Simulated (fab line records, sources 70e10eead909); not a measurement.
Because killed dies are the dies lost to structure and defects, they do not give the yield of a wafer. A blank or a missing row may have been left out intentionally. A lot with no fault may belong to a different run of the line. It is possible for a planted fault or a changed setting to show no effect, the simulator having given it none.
2 desks, one fault || flow nand_harc || each desk holds nothing but its own numbers, with what lay behind them at the end

## THE DEFECT DESK
Per lot, the means of the sampled wafers with a number show what the inspections along the route counted. If a lot's mean is further than 4 standard deviations from the usual mean, the lot is out of limits and carries the mark OUT (the distance appears in the brackets).
Columns: A = raw_defect_count at NHARC_A_M1_INSPECT_11, usual 30
{"lot": "L300", "first seen here": "day 18 02:21", "A": 17}
{"lot": "L299", "first seen here": "day 18 06:34", "A": 32}
{"lot": "L302", "first seen here": "day 19 17:29", "A": 30}
{"lot": "L307", "first seen here": "day 20 02:25", "A": 10}
{"lot": "L312", "first seen here": "day 21 00:10", "A": 33}
{"lot": "L311", "first seen here": "day 22 09:24", "A": 27}
{"lot": "L315", "first seen here": "day 22 11:16", "A": 63}
{"lot": "L317", "first seen here": "day 23 01:38", "A": 63}
{"lot": "L316", "first seen here": "day 23 01:56", "A": 27}
{"lot": "L318", "first seen here": "day 23 13:58", "A": 52}
{"lot": "L319", "first seen here": "day 23 21:23", "A": 22}
{"lot": "L320", "first seen here": "day 25 08:20", "A": 25}
This desk found nothing out of limits on any of the 12 lots.

## FROM THE METROLOGY DESK
Means of the sampled wafers that have a number, per lot and without regard to the tool the lot ran on: this is what the gauges read. If a lot's mean is further than 4 standard deviations from the usual mean, the lot is out of limits and carries the mark OUT (the distance appears in the brackets).
Columns: A = cd_nm at NHARC_A_M1_CD_MEAS_09, usual 120.0 nm
{"lot": "L300", "first seen here": "day 18 02:14", "A": 119.0}
{"lot": "L299", "first seen here": "day 18 06:27", "A": 120.3}
{"lot": "L302", "first seen here": "day 19 17:22", "A": 120.2}
{"lot": "L307", "first seen here": "day 20 02:16", "A": 120.2}
{"lot": "L312", "first seen here": "day 21 00:02", "A": 119.1}
{"lot": "L311", "first seen here": "day 22 02:59", "A": "126.6 (+12) OUT"}
{"lot": "L315", "first seen here": "day 22 06:41", "A": "127.0 (+13) OUT"}
{"lot": "L317", "first seen here": "day 23 01:31", "A": 120.3}
{"lot": "L316", "first seen here": "day 23 01:49", "A": 120.2}
{"lot": "L318", "first seen here": "day 23 13:50", "A": 120.2}
{"lot": "L319", "first seen here": "day 23 21:16", "A": 119.7}
{"lot": "L320", "first seen here": "day 25 08:13", "A": 120.9}
This desk finds L311, L315 out of limits, L311 being first, at day 22 02:59 (cd_nm at NHARC_A_M1_CD_MEAS_09). In limits: L300, L299, L302, L307, L312, L317, L316, L318, L319, L320.

## PUT TOGETHER
L311, L315 would have let the metrology desk raise an alarm at day 22 02:59.
Nothing the defect desk looked at was out of limits.
The defect desk has L311, L315 on record, within its limits.
Every lot named ran NHARC_A_M1_EXPOSE_06 on arfi_scanner-01.

## WHAT HAD BEEN PUT IN BY THE SIMULATOR
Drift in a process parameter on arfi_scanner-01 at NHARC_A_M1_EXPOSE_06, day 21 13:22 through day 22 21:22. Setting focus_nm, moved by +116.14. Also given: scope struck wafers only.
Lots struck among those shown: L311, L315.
Delay in hours, fault start to first out-of-limits reading, per desk: metrology desk 14.
